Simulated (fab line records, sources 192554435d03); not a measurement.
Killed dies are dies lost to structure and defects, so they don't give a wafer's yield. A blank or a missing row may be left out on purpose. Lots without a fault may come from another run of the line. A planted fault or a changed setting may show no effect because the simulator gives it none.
Chamber matching | flow n5_finfet | N5_HKMG_FIN_ETCH_54 on rie_diel-04: 4 sister chambers
The step etches SiARC in CF4, target depth 45.5 nm, time 75.8 s. 8 wafers are shown with their chamber, then 8 later ones without.

WAFERS WITH THEIR CHAMBER
wafer  | chamber | drypump_motor_current_A (A) | showerhead_plenum_p_Torr (Torr)
L076.1 | 1       | 5.9                         | 2.21
L082.1 | 0       | 6.6                         | 2.23
L082.2 | 1       | 5.9                         | 2.21
L086.4 | 2       | 5.7                         | 2.09
L087.1 | 2       | 5.7                         | 2.09
L087.3 | 3       | 6.2                         | 2.08
L087.6 | 3       | 6.2                         | 2.08
L092.2 | 0       | 6.7                         | 2.22

WAFERS WITHOUT THEIR CHAMBER
wafer  | drypump_motor_current_A (A) | showerhead_plenum_p_Torr (Torr)
L092.5 | 5.9                         | 2.20
L092.6 | 6.7                         | 2.22
L096.1 | 5.7                         | 2.09
L096.3 | 5.9                         | 2.20
L096.4 | 6.2                         | 2.07
L097.2 | 5.7                         | 2.09
L097.5 | 6.7                         | 2.22
L097.6 | 6.2                         | 2.07

WHICH CHAMBER EACH WENT THROUGH
wafer  | from the rows above | in truth
L092.5 | 1                   | 1
L092.6 | 0                   | 0
L096.1 | 2                   | 2
L096.3 | 1                   | 1
L096.4 | 3                   | 3
L097.2 | 2                   | 2
L097.5 | 0                   | 0
L097.6 | 3                   | 3
Placed correctly: 8 of 8. Can't be placed from these rows: 0. Placed wrongly: 0.
How it was worked out, from the rows above alone: a wafer's distance from a chamber is the root of the sum, over the readings, of the square of ((its reading less the chamber's mean) divided by the reading's scatter). The wafer belongs to the nearest chamber; if the next one is less than 2 further off, it can't be placed. A chamber's mean is the mean of its shown wafers. The scatter: the root of (the sum of the squares of (reading less its chamber's mean) over the shown wafers, divided by (wafers less chambers)).
